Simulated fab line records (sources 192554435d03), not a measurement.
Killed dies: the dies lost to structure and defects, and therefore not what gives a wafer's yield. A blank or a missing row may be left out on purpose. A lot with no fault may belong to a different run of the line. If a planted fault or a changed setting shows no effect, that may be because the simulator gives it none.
fab line records	flow n5-finfet
record lots=4	wafers=12	last-day=17
route steps=1938 shown FIN_SAQP@90 BEOL_M4@1111 PASSIVATION@1936
lots that met no fault: taken from a fault-free run of the same line
start-h: start of the lot's first displayed wafer, in hours after the record's first day	wait-h: hours elapsed since this lot's preceding step	" unchanged from the row above	L1.1+2: a single row standing in for several wafers	- no value, or no start given	* or withheld: withheld	< > ~ a bound
route shown NAME@n: names a module that has steps shown in the file, with the first one's number in the route	usual: mean/standard deviation taken from wafers without a fault	same: alike in all rows	chamber/n: place in a boat	sites: readings site by site	_std_site: the standard deviation of these	_edge_site: the outer-site mean with the inner-site mean subtracted	radius-mm: how far each site lies from the wafer's centre	mask NAME#n: copy n	behind: tool/chamber where the wafer was last shaped	hold: why the lot was held/for how many hours/how that ended	device: names the non-switching transistor (n, p or np)	end of line: tests run on the same wafers once the route is complete	for a step that has no rows: nothing shown but its recipe	killed: count of dies lost to structure and defects at first sort (not the wafer's yield)	map: shows each die of a wafer: x if killed, . if not, _ if none is there
set.NAME: the setting the step ran with; set.NAME@STEP: the setting that earlier step ran with	model.NAME: the simulator's own value behind a step, which no gauge read
certain route steps with their lots: each step a table, each wafer a row
services: when a tool's chamber went out of use (start-h, in hours from the record's first day, below 0 if earlier), for how many hours, and the reason
## steps
# step N5_FIN_SAQP_PRECLEAN_42
# recipe chemistry=O3/DIW	time-s=60	temp-c=22	o3-ppm=10
# step N5_FIN_SAQP_PRECLEAN_00
# recipe chemistry=SC1	time-s=60	temp-c=55	mix=1:2:50
# step N5_FIN_SAQP_PRECLEAN_44
# recipe chemistry=SC2	time-s=45	temp-c=35	mix=1:1:50
# step N5_FIN_SAQP_SRD_01
# recipe dry=ipa-marangoni	time-s=30	temp-c=23	rinse-liquid=diw
# step N5_FIN_SAQP_ALD_61
# recipe material=SiO2	target-thk-a=40	temp-c=300	ald-precursor-family=BDEAS	ald-co-reactant=O2-plasma	pulse-time-s=1	purge-time-s=2	co-reactant-purge-time-s=2	ald-cycles=43	pressure-torr=2
# step N5_FIN_SAQP_DENSIFY_62
# recipe temp-c=700	time-s=60	ambient=N2	idle-temp-c=600	ramp-up-c-per-s=150	ramp-down-c-per-s=60	cool-to-c=600
# step N5_FIN_SAQP_HM_DEP_03
# recipe material=SiNx	target-thk-a=380	temp-c=400	precursor=SiH4/NH3/N2	pressure-torr=1.5	rf-w=300	time-s=33.6
# step N5_FIN_SAQP_PECVD_47
# recipe material=a-Si	target-thk-a=450	temp-c=400	precursor=SiH4/He	pressure-torr=3	rf-w=100	time-s=36.3
# step N5_FIN_SAQP_PECVD_48
# recipe material=SiNx	target-thk-a=250	temp-c=400	precursor=SiH4/NH3/N2	pressure-torr=1.5	rf-w=300	time-s=22.1
# step N5_FIN_SAQP_PECVD_06
# recipe material=a-Si	target-thk-a=600	temp-c=400	precursor=SiH4/He	pressure-torr=3	rf-w=100	time-s=48.1
# usual chamber-pressure-Torr=2.999/0.0063	heater-power-outer-w=532/88	heater-power-w=869/140	rf-fwd-power-W=99.3/0.37	showerhead-plenum-p-Torr=5.673/0.026	throttle-valve-pct=18.2/1.2
lot.wafer	tool	chamber	start-h	wait-h	chamber-pressure-Torr	heater-power-outer-w	heater-power-w	rf-fwd-power-W	showerhead-plenum-p-Torr	throttle-valve-pct
L337.2	pecvd-02	2	51.23	0.0	-	-	-	-	-	-
L337.3	"	1	"	"	-	-	-	-	-	-
L337.5	"	2	"	"	-	-	-	-	-	-
L338.2	pecvd-02	2	58.37	0.0	-	-	-	-	-	-
L338.4	"	2	"	"	-	-	-	-	-	-
L338.6	"	1	"	"	-	-	-	-	-	-
L350.1	pecvd-04	2	129.83	0.0	2.997	587	918	99.4	5.666	17.9
L350.4	"	0	"	"	3.006	594	1016	99.0	5.707	16.9
L350.6	"	2	"	"	2.994	588	972	99.5	5.680	17.9
L353.1	pecvd-02	2	148.72	0.0	2.994	446	654	99.5	5.672	16.6
L353.5	"	2	"	"	2.999	431	676	100.0	5.679	16.6
L353.6	"	1	"	"	3.012	508	865	99.2	5.664	18.1
# step N5_FIN_SAQP_THK_MEAS_07
# usual thk-nm=60.2/0.61
lot.wafer	tool	chamber	start-h	wait-h	thk-nm
L337.2	film-metro-02	-	51.32	0.1	24.5
L337.3	"	-	"	"	24.4
L337.5	"	-	"	"	25.1
L338.2	film-metro-02	-	58.46	0.1	24.6
L338.4	"	-	"	"	24.9
L338.6	"	-	"	"	24.7
L350.1	film-metro-02	-	129.95	0.1	60.1
L350.4	"	-	"	"	60.7
L350.6	"	-	"	"	61.5
L353.1	film-metro-01	-	148.81	0.1	59.4
L353.5	"	-	"	"	61.0
L353.6	"	-	"	"	60.9
# step N5_FIN_SAQP_HM_DEP_72
# recipe material=SiO2	target-thk-a=120	temp-c=400	precursor=SiH4/N2O	pressure-torr=0.75	rf-w=275	time-s=7.2
# step N5_FIN_SAQP_COAT_49
# recipe resist=SOC	temp-c=250	time-s=60	spin-rpm=1500	resist-thk-nm=100
# step N5_FIN_SAQP_COAT_50
# recipe resist=SiARC	temp-c=220	time-s=60	spin-rpm=1500	resist-thk-nm=35
# step N5_FIN_SAQP_COAT_10
# recipe resist=CAR-ArF	spin-rpm=1500	resist-thk-nm=90
# step N5_FIN_SAQP_EBR_12
# recipe solvent=PGMEA	ebr-width-mm=1.5
# step N5_FIN_SAQP_SOFTBAKE_11
# recipe temp-c=110	time-s=60	resist=CAR-ArF
# step N5_FIN_SAQP_EXPOSE_13
# recipe mask-id=FIN_CORE	na=1.35	source-shape=dipole	sigma-inner=0.538	sigma-outer=0.738	polarization=te	target-cd-nm=35.6	dose-mj=63.25
# step N5_FIN_SAQP_PEB_14
# recipe peb-temp-c=withheld	peb-time-s=60	resist=CAR-ArF
# step N5_FIN_SAQP_DEVELOP_15
# recipe develop-time-s=30	developer=TMAH	resist=CAR-ArF	dev-temp-c=23	rinse-liquid=diw	dry=air-spin
# step N5_FIN_SAQP_DESCUM_21
# recipe chemistry=O2	time-s=7.9	source-power-w=50	bias-power-w=20	pressure-mtorr=20	rf-frequency-hz=2.712e+07	temp-c=40	resist=CAR-ArF	o2-flow-sccm=225
# step N5_FIN_SAQP_ETCH_51
# recipe chemistry=CF4	target=SiARC	target-depth-a=455	mask-material=CAR-ArF	time-s=75.8	ion-energy-ev=80	pressure-mtorr=40	source-w=545	bias-w=36	Ar_flow_sccm=100	cf4-flow-sccm=100	ends=cleared
# step N5_FIN_SAQP_ETCH_52
# recipe chemistry=N2/H2	target=SOC	target-depth-a=1000	overetch-a=200	mask-material=SiARC	temp-c=40	time-s=150	ion-energy-ev=200	pressure-mtorr=30	source-w=840	bias-w=150	n2-flow-sccm=200	h2-flow-sccm=200	ends=end-point
# step N5_FIN_SAQP_STRIP_53
# recipe chemistry=N2/H2	temp-c=40	n2-flow-sccm=200	h2-flow-sccm=200	rf-frequency-hz=6e+07
# step N5_FIN_SAQP_HM_OPEN_73
# recipe chemistry=CHF3/O2	target=SiO2	stop-on=a-Si	target-depth-a=120	over-etch-frac=1.8	mask-material=SOC	time-s=16.8	pressure-mtorr=30	source-w=650	bias-w=170	Ar_flow_sccm=200	CHF3_flow_sccm=50	O2_flow_sccm=5	ion-energy-ev=200	ends=end-point
# step N5_FIN_SAQP_STRIP_74
# recipe chemistry=CHF3/O2	resist=SiARC	rf-frequency-hz=6e+07
# step N5_FIN_SAQP_MANDREL_ETCH_22
# recipe target-depth-a=600	chemistry=HBr/Cl2	target=a-Si	stop-on=SiNx	bt-time-s=10	over-etch-frac=0.5	time-s=30	pressure-mtorr=10	icp-w=800	bias-w=75	HBr_flow_sccm=150	Cl2_flow_sccm=80	ends=end-point
# usual drypump-motor-current-A=5.7/0.54	oes-product-au=0.776/0.013	rf-fwd-power-W=796.1/2.5	throttle-valve-pct=35.33/0.24
lot.wafer	tool	chamber	start-h	wait-h	drypump-motor-current-A	oes-product-au	rf-fwd-power-W	rf-hours-counter-h	throttle-valve-pct	model.etch.depth-nm
L337.2	rie-si-03	2	52.06	0.0	5.6	0.297	798.1	1	36.38	0
L337.3	"	1	"	"	5.9	0.307	796.0	98	36.64	0
L337.5	"	1	"	"	5.9	0.303	794.1	-	36.61	0
L338.2	rie-si-04	2	59.33	0.0	6.8	0.316	797.0	96	35.95	0
L338.4	"	0	"	"	5.7	0.317	797.6	150	36.26	0
L338.6	"	3	"	"	6.3	0.317	793.7	-	36.06	0
L350.1	rie-si-03	3	130.71	0.0	6.1	0.784	794.4	109	35.32	60.04
L350.4	"	1	"	"	5.9	0.779	793.9	100	35.64	60.61
L350.6	"	1	"	"	5.9	0.794	793.7	-	35.63	61.48
L353.1	rie-si-01	2	149.72	0.0	5.9	0.769	799.1	109	35.31	59.38
L353.5	"	1	"	"	5.4	0.770	799.6	-	35.71	61.02
L353.6	"	2	"	"	5.9	0.776	797.4	-	35.30	60.84
# step N5_FIN_SAQP_STRIP_55
# recipe chemistry=N2/H2	power-w=500	temp-c=40	pressure-mtorr=50	rf-frequency-hz=6e+07	overash-fraction=0.3	bias-power-w=28	h2-frac=0.5	n2-flow-sccm=300	h2-flow-sccm=300
# step N5_FIN_SAQP_STRIP_23
# recipe chemistry=SPM	time-s=750	temp-c=130	h2so4-h2o2-vol-ratio=4
# step N5_FIN_SAQP_SRD_66
# recipe dry=ipa-marangoni	time-s=30	temp-c=23	rinse-liquid=diw
# step N5_FIN_SAQP_RECESS_75
# recipe chemistry=HF/NH3	target=SiO2	target-depth-a=144	afs-cycles=3	temp-c=30	sublimation-temp-c=180	sublimation-time-s=60
# step N5_FIN_SAQP_SPACER1_ALD_24
# recipe material=SiO2	target-thk-a=203	temp-c=300	ald-precursor-family=BDEAS	ald-co-reactant=O2-plasma	pulse-time-s=1	purge-time-s=2	co-reactant-purge-time-s=2	ald-cycles=218	pressure-torr=2
# step N5_FIN_SAQP_SPACER1_ETCHBACK_25
# recipe chemistry=CHF3/O2	mode=anisotropic-etchback	target=SiO2	target-depth-a=244	time-s=12.2	pressure-mtorr=30	source-w=650	bias-w=170	Ar_flow_sccm=200	CHF3_flow_sccm=50	O2_flow_sccm=5	ion-energy-ev=200
# step N5_FIN_SAQP_MANDREL1_REMOVE_56
# recipe chemistry=HBr/Cl2/O2	bt-time-s=10	target=a-Si	stop-on=SiNx	endpoint=OES-SiCl	over-etch-frac=1	icp-w=600	bias-w=22	HBr_flow_sccm=150	Cl2_flow_sccm=80	O2_flow_sccm=5	pressure-mtorr=10
# usual drypump-motor-current-A=5.7/0.56	oes-product-au=1.010/0.015	rf-fwd-power-W=597.4/1.7	throttle-valve-pct=36.65/0.23
lot.wafer	tool	chamber	start-h	wait-h	drypump-motor-current-A	oes-product-au	rf-fwd-power-W	rf-hours-counter-h	throttle-valve-pct	model.FIN_SAQP.cd-nm
L337.2	rie-si-03	2	53.67	0.1	5.6	0.993	596.2	1	36.76	36
L337.3	"	3	"	"	6.1	1.037	599.3	108	36.66	35.8
L337.5	"	3	"	"	6.1	1.027	600.5	-	36.67	35.6
L338.2	rie-si-04	0	61.02	0.1	5.7	1.029	597.3	150	36.63	35.6
L338.4	"	3	"	"	6.3	1.035	596.7	127	36.42	35.8
L338.6	"	0	"	"	5.7	1.018	596.5	-	36.64	35.6
L350.1	rie-si-01	3	132.38	0.1	5.1	1.005	599.2	115	36.68	20.4
L350.4	"	1	"	"	5.3	0.996	595.8	16	37.09	20.4
L350.6	"	0	"	"	5.1	1.026	598.2	-	36.78	20.4
L353.1	rie-si-04	3	151.73	0.1	6.3	1.025	597.3	129	36.41	20.4
L353.5	"	1	"	"	4.9	1.016	597.7	-	36.88	20.6
L353.6	"	0	"	"	5.7	1.019	596.9	-	36.63	20.2
# step N5_FIN_SAQP_CD_MEAS_27
# recipe target-cd-nm=20	landing-energy-ev=1000	detector=se-inlens	polarity=line
# usual cd-nm=20.36/0.23
lot.wafer	tool	chamber	start-h	wait-h	cd-nm
L337.2	cd-sem-01	0	53.78	0.1	-
L337.3	"	0	"	"	-
L337.5	"	0	"	"	-
L338.2	cd-sem-01	0	61.13	0.1	-
L338.4	"	0	"	"	-
L338.6	"	0	"	"	-
L350.1	cd-sem-02	0	132.49	0.1	20.12
L350.4	"	0	"	"	20.01
L350.6	"	0	"	"	20.23
L353.1	cd-sem-03	0	151.84	0.1	20.45
L353.5	"	0	"	"	20.85
L353.6	"	0	"	"	20.44
# step N5_FIN_SAQP_ETCH_57
# recipe chemistry=CH3F/O2	target=SiNx	mask-material=SiO2	target-depth-a=325	time-s=46.4	pressure-mtorr=30	source-w=395	bias-w=73	Ar_flow_sccm=150	CH3F_flow_sccm=30	O2_flow_sccm=20	ion-energy-ev=120	ends=cleared
# step N5_FIN_SAQP_MANDREL2_REMOVE_60
# recipe chemistry=HBr/Cl2/O2	bt-time-s=10	target=a-Si	stop-on=SiNx	endpoint=OES-SiCl	over-etch-frac=1	icp-w=600	bias-w=22	HBr_flow_sccm=150	Cl2_flow_sccm=80	O2_flow_sccm=5	pressure-mtorr=10
# usual drypump-motor-current-A=5.6/0.48	oes-product-au=1.008/0.015	rf-fwd-power-W=597.3/1.8	throttle-valve-pct=36.70/0.23
lot.wafer	tool	chamber	start-h	wait-h	drypump-motor-current-A	oes-product-au	rf-fwd-power-W	rf-hours-counter-h	throttle-valve-pct	model.FIN_SAQP.cd-nm
L337.2	rie-si-01	2	55.52	0.1	5.9	0.999	599.3	107	36.62	36.2
L337.3	"	3	"	"	5.1	1.003	595.9	113	36.67	35.8
L337.5	"	1	"	"	5.3	0.991	595.3	-	37.09	36
L338.2	rie-si-04	1	63.22	0.1	4.9	1.016	598.9	131	36.88	35.2
L338.4	"	0	"	"	5.7	1.014	595.7	150	36.64	35.6
L338.6	"	1	"	"	4.9	1.029	596.4	-	36.89	35.6
L350.1	rie-si-03	1	133.93	0.1	5.9	1.014	598.9	100	36.98	8.2
L350.4	"	2	"	"	5.6	0.996	597.2	3	36.77	8
L350.6	"	1	"	"	5.9	1.014	596.0	-	37.00	8
L353.1	rie-si-01	1	153.40	0.1	5.4	1.004	596.1	16	37.09	8.2
L353.5	"	0	"	"	5.1	1.021	594.9	-	36.76	8
L353.6	"	3	"	"	5.1	1.004	596.9	-	36.69	8
# step N5_BEOL_M4_RC_MEAS_101
# usual DIBL_N=35.9/1.4	DIBL_P=35.9/1.7	IOFF_N=0.155/0.023	IOFF_P=0.201/0.029	ION_N=672/8.8	ION_P=460/7	SS_N=71.6/0.48	SS_P=73.1/0.64	VT_N=250.0/3	VT_P=-251.6/3
lot.wafer	tool	chamber	start-h	wait-h	DIBL_N[mV/V]	DIBL_P[mV/V]	IOFF_N[nA/um]	IOFF_P[nA/um]	ION_N[uA/um]	ION_P[uA/um]	SS_N[mV/dec]	SS_P[mV/dec]	VT_N[mV]	VT_P[mV]
L350.1	prober-02	0	279.19	0.0	35.4	36.6	0.148	0.165	675	452	71.8	73.7	249.8	-256.4
L350.4	"	0	"	"	36.1	37.0	0.154	0.164	658	448	71.5	73.5	250.7	-257.2
L350.6	"	0	"	"	36.8	38.1	0.162	0.180	674	457	72.1	73.0	249.6	-258.8
L353.1	prober-01	0	304.23	0.0	35.2	36.3	0.178	0.210	670	457	71.9	73.7	245.9	-247.7
L353.5	"	0	"	"	34.9	35.6	0.163	0.206	677	464	71.5	73.9	247.7	-251.7
L353.6	"	0	"	"	34.4	35.6	0.162	0.198	666	454	71.1	73.4	247.2	-248.7
# step N5_PASSIVATION_PROBE_49
# usual defect-limited-yield=91.7/1.5	killed_at_M0_to_M3=30/8.6	killed_at_M4_up=12/4.5	killed-at-contacts=13/5.8	killed-at-front-end=38/11	killed-at-other=4/3	killed-dies=97/17	killed-on-rim=13/3.6	killed-open=63/12	killed-short=32/8.8	sort_bin_5_function=4.8/0.91	sort_bin_6_memory=3.1/0.68	sort-n-pass=1083/17	sort-yield-pct=91.7/1.5
# same gross-dies=1180	killed-at-back-side=0	sort_bin_4_leakage[%]=0	sort_bin_8_speed[%]=0
lot.wafer	tool	chamber	start-h	wait-h	defect-limited-yield[%]	killed_at_M0_to_M3	killed_at_M4_up	killed-at-contacts	killed-at-front-end	killed-at-other	killed-dies	killed-on-rim	killed-open	killed-short	sort_bin_5_function[%]	sort_bin_6_memory[%]	sort-n-pass	sort-yield-pct[%]
L337.2	prober-01	-	298.30	0.1	0	13	2	0	1163	2	1180	152	25	0	76.9	2.4	0	0
L337.3	prober-01	-	298.35	0.1	0	11	2	6	1160	1	1180	152	19	7	73.2	2.8	0	0
L337.5	prober-01	-	298.45	0.2	0	6	0	1	1173	0	1180	152	12	4	70.9	4.5	0	0
L338.2	prober-02	-	310.11	0.1	0	4	1	3	1172	0	1180	152	15	2	72.5	2.5	0	0
L338.4	prober-02	-	310.21	0.2	0	5	1	1	1173	0	1180	152	9	7	73.2	3.9	0	0
L338.6	prober-02	-	310.31	0.3	0	4	1	2	1172	1	1180	152	8	6	74.2	2.9	0	0
L353.1	prober-02	-	417.78	0.0	91.1	35	11	8	50	1	105	11	69	34	5.6	3.0	1075	91.1
L353.5	prober-02	-	417.98	0.2	91.0	22	23	12	46	3	106	9	58	46	4.7	3.9	1074	91.0
L353.6	prober-02	-	418.03	0.3	91.6	17	17	13	46	6	99	16	67	31	4.9	3.1	1081	91.6
# killed by level:class
L337.2 FIN_SAQP:lost-pattern=1152 BEOL_M0_SAQP:geometric-particle:open=6 STI_FIN_REVEAL:geometric-particle:open=3 DUMMY_GATE:geometric-particle:open=3 BEOL_M2:geometric-particle:open=3 FIN_SAQP:area-pecvd=3 BEOL_M0:geometric-particle:open=2 BEOL_M1:geometric-particle:open=2
L337.3 FIN_SAQP:lost-pattern=1143 FIN_SAQP:area-pecvd=11 MOL_CONTACT_COAG:geometric-particle:open=5 BEOL_M0_SAQP:geometric-particle:open=3 BEOL_M0:geometric-particle:open=3 FIN_SAQP:geometric-particle:short=2 BEOL_M0_SAQP:geometric-particle:short=2 BEOL_M1:geometric-particle:open=2
L337.5 FIN_SAQP:lost-pattern=1158 FIN_SAQP:area-pecvd=6 BEOL_M2:geometric-particle:open=3 BEOL_M0_SAQP:geometric-particle:open=3 STI_FIN_REVEAL:geometric-particle:open=2 STARTING-WAFER:geometric-particle:short=2 FIN_SAQP:geometric-particle:short=1 FIN_SAQP:geometric-particle:open=1
L338.2 FIN_SAQP:lost-pattern=1157 FIN_SAQP:area-pecvd=6 STI_FIN_REVEAL:geometric-particle:open=4 MOL_CONTACT_COAG:geometric-particle:open=3 BEOL_M1:geometric-particle:open=2 GATE_CUT:geometric-particle:open=2 BEOL_M0_SAQP:geometric-particle:open=2 FIN_SAQP:geometric-particle:short=1
L338.4 FIN_SAQP:lost-pattern=1162 BEOL_M3:geometric-particle:open=3 STI_FIN_REVEAL:geometric-particle:short=2 STI_FIN_REVEAL:geometric-particle:open=2 FIN_SAQP:area-pecvd=2 DUMMY_GATE:geometric-particle:open=1 HKMG_FIN:geometric-particle:short=1 GATE_CUT:geometric-particle:short=1
L338.6 FIN_SAQP:lost-pattern=1158 FIN_SAQP:area-pecvd=8 STI_FIN_REVEAL:geometric-particle:open=2 SPACER0:geometric-particle:short=2 MOL_CONTACT_COAG:geometric-particle:open=2 GATE_CUT:geometric-particle:short=1 BEOL_M0_SAQP:geometric-particle:open=1 BEOL_M0_SAQP:geometric-particle:short=1
L353.1 FIN_SAQP:geometric-particle:short=12 BEOL_M3:geometric-particle:open=11 STI_FIN_REVEAL:geometric-particle:open=9 BEOL_M2:geometric-particle:open=8 MOL_CONTACT_COAG:geometric-particle:open=7 BEOL_M0:geometric-particle:open=7 DUMMY_GATE:geometric-particle:open=6 FIN_SAQP:geometric-particle:open=5
L353.5 FIN_SAQP:geometric-particle:short=20 FIN_SAQP:geometric-particle:open=10 MOL_CONTACT_COAG:geometric-particle:open=8 BEOL_M1:geometric-particle:open=7 BEOL_M8:geometric-particle:open=7 STI_FIN_REVEAL:geometric-particle:open=5 BEOL_M4:geometric-particle:open=5 MOL_CONTACT_COAG:geometric-particle:short=4
L353.6 FIN_SAQP:geometric-particle:open=13 MOL_CONTACT_COAG:geometric-particle:open=11 FIN_SAQP:geometric-particle:short=10 STI_FIN_REVEAL:geometric-particle:open=7 DUMMY_GATE:geometric-particle:open=6 BEOL_M4:geometric-particle:open=6 BEOL_M2:geometric-particle:open=6 BEOL_M1:geometric-particle:open=4
# map L337.2 (x killed, . not)
_________________xxxxxxxxxxxx________________
______________xxxxxxxxxxxxxxxxxx_____________
___________xxxxxxxxxxxxxxxxxxxxxxxx__________
__________xxxxxxxxxxxxxxxxxxxxxxxxxx_________
________xxxxxxxxxxxxxxxxxxxxxxxxxxxxxx_______
_______xxxxxxxxxxxxxxxxxxxxxxxxxxxxxxxx______
______xxxxxxxxxxxxxxxxxxxxxxxxxxxxxxxxxx_____
_____xxxxxxxxxxxxxxxxxxxxxxxxxxxxxxxxxxxx____
____xxxxxxxxxxxxxxxxxxxxxxxxxxxxxxxxxxxxxx___
___xxxxxxxxxxxxxxxxxxxxxxxxxxxxxxxxxxxxxxxx__
___xxxxxxxxxxxxxxxxxxxxxxxxxxxxxxxxxxxxxxxx__
__xxxxxxxxxxxxxxxxxxxxxxxxxxxxxxxxxxxxxxxxxx_
__xxxxxxxxxxxxxxxxxxxxxxxxxxxxxxxxxxxxxxxxxx_
_xxxxxxxxxxxxxxxxxxxxxxxxxxxxxxxxxxxxxxxxxxxx
_xxxxxxxxxxxxxxxxxxxxxxxxxxxxxxxxxxxxxxxxxxxx
_xxxxxxxxxxxxxxxxxxxxxxxxxxxxxxxxxxxxxxxxxxxx
_xxxxxxxxxxxxxxxxxxxxxxxxxxxxxxxxxxxxxxxxxxxx
_xxxxxxxxxxxxxxxxxxxxxxxxxxxxxxxxxxxxxxxxxxxx
_xxxxxxxxxxxxxxxxxxxxxxxxxxxxxxxxxxxxxxxxxxxx
_xxxxxxxxxxxxxxxxxxxxxxxxxxxxxxxxxxxxxxxxxxxx
_xxxxxxxxxxxxxxxxxxxxxxxxxxxxxxxxxxxxxxxxxxxx
__xxxxxxxxxxxxxxxxxxxxxxxxxxxxxxxxxxxxxxxxxx_
__xxxxxxxxxxxxxxxxxxxxxxxxxxxxxxxxxxxxxxxxxx_
___xxxxxxxxxxxxxxxxxxxxxxxxxxxxxxxxxxxxxxxx__
___xxxxxxxxxxxxxxxxxxxxxxxxxxxxxxxxxxxxxxxx__
____xxxxxxxxxxxxxxxxxxxxxxxxxxxxxxxxxxxxxx___
_____xxxxxxxxxxxxxxxxxxxxxxxxxxxxxxxxxxxx____
______xxxxxxxxxxxxxxxxxxxxxxxxxxxxxxxxxx_____
_______xxxxxxxxxxxxxxxxxxxxxxxxxxxxxxxx______
________xxxxxxxxxxxxxxxxxxxxxxxxxxxxxx_______
__________xxxxxxxxxxxxxxxxxxxxxxxxxx_________
___________xxxxxxxxxxxxxxxxxxxxxxxx__________
______________xxxxxxxxxxxxxxxxxx_____________
_________________xxxxxxxxxxxx________________
# map L338.2 (x killed, . not)
_________________xxxxxxxxxxxx________________
______________xxxxxxxxxxxxxxxxxx_____________
___________xxxxxxxxxxxxxxxxxxxxxxxx__________
__________xxxxxxxxxxxxxxxxxxxxxxxxxx_________
________xxxxxxxxxxxxxxxxxxxxxxxxxxxxxx_______
_______xxxxxxxxxxxxxxxxxxxxxxxxxxxxxxxx______
______xxxxxxxxxxxxxxxxxxxxxxxxxxxxxxxxxx_____
_____xxxxxxxxxxxxxxxxxxxxxxxxxxxxxxxxxxxx____
____xxxxxxxxxxxxxxxxxxxxxxxxxxxxxxxxxxxxxx___
___xxxxxxxxxxxxxxxxxxxxxxxxxxxxxxxxxxxxxxxx__
___xxxxxxxxxxxxxxxxxxxxxxxxxxxxxxxxxxxxxxxx__
__xxxxxxxxxxxxxxxxxxxxxxxxxxxxxxxxxxxxxxxxxx_
__xxxxxxxxxxxxxxxxxxxxxxxxxxxxxxxxxxxxxxxxxx_
_xxxxxxxxxxxxxxxxxxxxxxxxxxxxxxxxxxxxxxxxxxxx
_xxxxxxxxxxxxxxxxxxxxxxxxxxxxxxxxxxxxxxxxxxxx
_xxxxxxxxxxxxxxxxxxxxxxxxxxxxxxxxxxxxxxxxxxxx
_xxxxxxxxxxxxxxxxxxxxxxxxxxxxxxxxxxxxxxxxxxxx
_xxxxxxxxxxxxxxxxxxxxxxxxxxxxxxxxxxxxxxxxxxxx
_xxxxxxxxxxxxxxxxxxxxxxxxxxxxxxxxxxxxxxxxxxxx
_xxxxxxxxxxxxxxxxxxxxxxxxxxxxxxxxxxxxxxxxxxxx
_xxxxxxxxxxxxxxxxxxxxxxxxxxxxxxxxxxxxxxxxxxxx
__xxxxxxxxxxxxxxxxxxxxxxxxxxxxxxxxxxxxxxxxxx_
__xxxxxxxxxxxxxxxxxxxxxxxxxxxxxxxxxxxxxxxxxx_
___xxxxxxxxxxxxxxxxxxxxxxxxxxxxxxxxxxxxxxxx__
___xxxxxxxxxxxxxxxxxxxxxxxxxxxxxxxxxxxxxxxx__
____xxxxxxxxxxxxxxxxxxxxxxxxxxxxxxxxxxxxxx___
_____xxxxxxxxxxxxxxxxxxxxxxxxxxxxxxxxxxxx____
______xxxxxxxxxxxxxxxxxxxxxxxxxxxxxxxxxx_____
_______xxxxxxxxxxxxxxxxxxxxxxxxxxxxxxxx______
________xxxxxxxxxxxxxxxxxxxxxxxxxxxxxx_______
__________xxxxxxxxxxxxxxxxxxxxxxxxxx_________
___________xxxxxxxxxxxxxxxxxxxxxxxx__________
______________xxxxxxxxxxxxxxxxxx_____________
_________________xxxxxxxxxxxx________________
## services
tool	chamber	start-h	hours	kind
pecvd-04	2	28.12	2.1	scheduled-down
rie-si-01	3	46.02	3.3	repair
pecvd-04	2	87.76	4.7	repair
pecvd-02	0	95.91	5.0	scheduled-down
rie-si-01	0	97.66	6.8	repair
pecvd-04	-	100.78	6.0	pm
rie-si-04	-	111.63	2.9	repair
rie-si-04	-	118.74	14.6	pm
pecvd-04	1	127.07	5.0	scheduled-down
pecvd-02	0	129.75	2.1	scheduled-down
pecvd-04	-	133.79	2.8	pm
pecvd-04	-	138.03	0.5	repair
rie-si-04	2	147.65	6.1	repair
rie-si-03	2	152.56	1.8	repair
pecvd-04	1	152.85	5.5	scheduled-down
## key
first-sign step=N5_FIN_SAQP_PECVD_06	reading=tool-record	direction=missing
effect step=N5_FIN_SAQP_THK_MEAS_07	reading=thk-nm	direction=down	sigmas=58	usual=*	struck=*
effect step=N5_FIN_SAQP_MANDREL_ETCH_22	reading=oes-product-au	direction=down	sigmas=35	usual=0.776	struck=0.310
effect step=N5_FIN_SAQP_CD_MEAS_27	reading=cd-nm	direction=missing
effect step=N5_PASSIVATION_PROBE_49	reading=killed-at-front-end	direction=up	sigmas=99+	usual=38	struck=1169
model-effect step=N5_FIN_SAQP_MANDREL_ETCH_22	value=etch.depth-nm	without=59.89	struck=0
model-effect step=N5_FIN_SAQP_MANDREL1_REMOVE_56	value=FIN_SAQP.cd-nm	without=20.33	struck=35.73
model-effect step=N5_FIN_SAQP_MANDREL2_REMOVE_60	value=FIN_SAQP.cd-nm	without=8.167	struck=35.73
met-at N5_FIN_SAQP_PECVD_06
struck-wafers L337.2,L337.3,L337.5,L338.2,L338.4,L338.6
later-rows-left-out L337.2,L337.3,L337.5,L338.2,L338.4,L338.6
fault kind=skipped-step-whole	tool=pecvd-02	chamber=-	onset-h=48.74	steps=N5_FIN_SAQP_PECVD_06	scope=struck-lots-only
# later-rows-left-out: the simulator's readings of these wafers behind a module that went badly wrong aren't trusted and aren't shown, but for the sort
